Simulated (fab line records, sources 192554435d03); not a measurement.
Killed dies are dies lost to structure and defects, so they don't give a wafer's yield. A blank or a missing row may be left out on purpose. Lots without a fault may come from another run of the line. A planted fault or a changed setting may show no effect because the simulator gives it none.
Chamber matching | flow n5_finfet | N5_BEOL_M4_ALD_84 on ald_metal-02: 4 sister chambers
The step deposits TaN, pulse time 2 s, purge time 3 s, co reactant purge time 2 s. 14 wafers are shown with their chamber, then 7 later ones without.

WAFERS WITH THEIR CHAMBER
wafer  | chamber | heater_power_outer_w (W) | heater_power_w (W)
L075.1 | 1       | 252                      | 435
L075.3 | 2       | 246                      | 423
L075.5 | 1       | 249                      | 434
L077.2 | 2       | 240                      | 407
L077.3 | 1       | 249                      | 448
L077.6 | 2       | 243                      | 409
L078.2 | 3       | 223                      | 416
L078.3 | 0       | 240                      | 429
L078.6 | 3       | 218                      | 420
L080.1 | 2       | 237                      | 427
L080.4 | 0       | 248                      | 431
L080.5 | 1       | 250                      | 446
L093.2 | 0       | 250                      | 415
L093.4 | 3       | 221                      | 410

SIGNATURES (means of the wafers above)
reading              | chamber 0 | chamber 1 | chamber 2 | chamber 3 | scatter within a chamber
heater_power_outer_w | 246.00    | 250.00    | 241.50    | 220.67    | 3.46
heater_power_w       | 425.00    | 440.75    | 416.50    | 415.33    | 8.13
Rule: a wafer's distance from a chamber is the root of the sum, over the readings, of the square of ((its reading less the chamber's mean) divided by the reading's scatter). The wafer belongs to the nearest chamber; if the next one is less than 2 further off, it can't be placed. The scatter: the root of (the sum of the squares of (reading less its chamber's mean) over the shown wafers, divided by (wafers less chambers)).

WAFERS WITHOUT THEIR CHAMBER
wafer  | heater_power_outer_w (W) | heater_power_w (W)
L093.6 | 252                      | 441
L092.1 | 236                      | 417
L092.2 | 247                      | 421
L092.3 | 220                      | 412
L097.1 | 226                      | 406
L097.3 | 244                      | 456
L097.6 | 246                      | 419

WHICH CHAMBER EACH WENT THROUGH
wafer  | from the rows above     | in truth
L093.6 | 1                       | 1
L092.1 | can't be placed: 2 or 0 | 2
L092.2 | can't be placed: 0 or 2 | 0
L092.3 | 3                       | 3
L097.1 | 3                       | 3
L097.3 | can't be placed: 1 or 0 | 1
L097.6 | can't be placed: 0 or 2 | 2
Placed correctly: 3 of 7. Can't be placed from these rows: 4 (the true chamber is among the candidates in 4). Placed wrongly: 0.
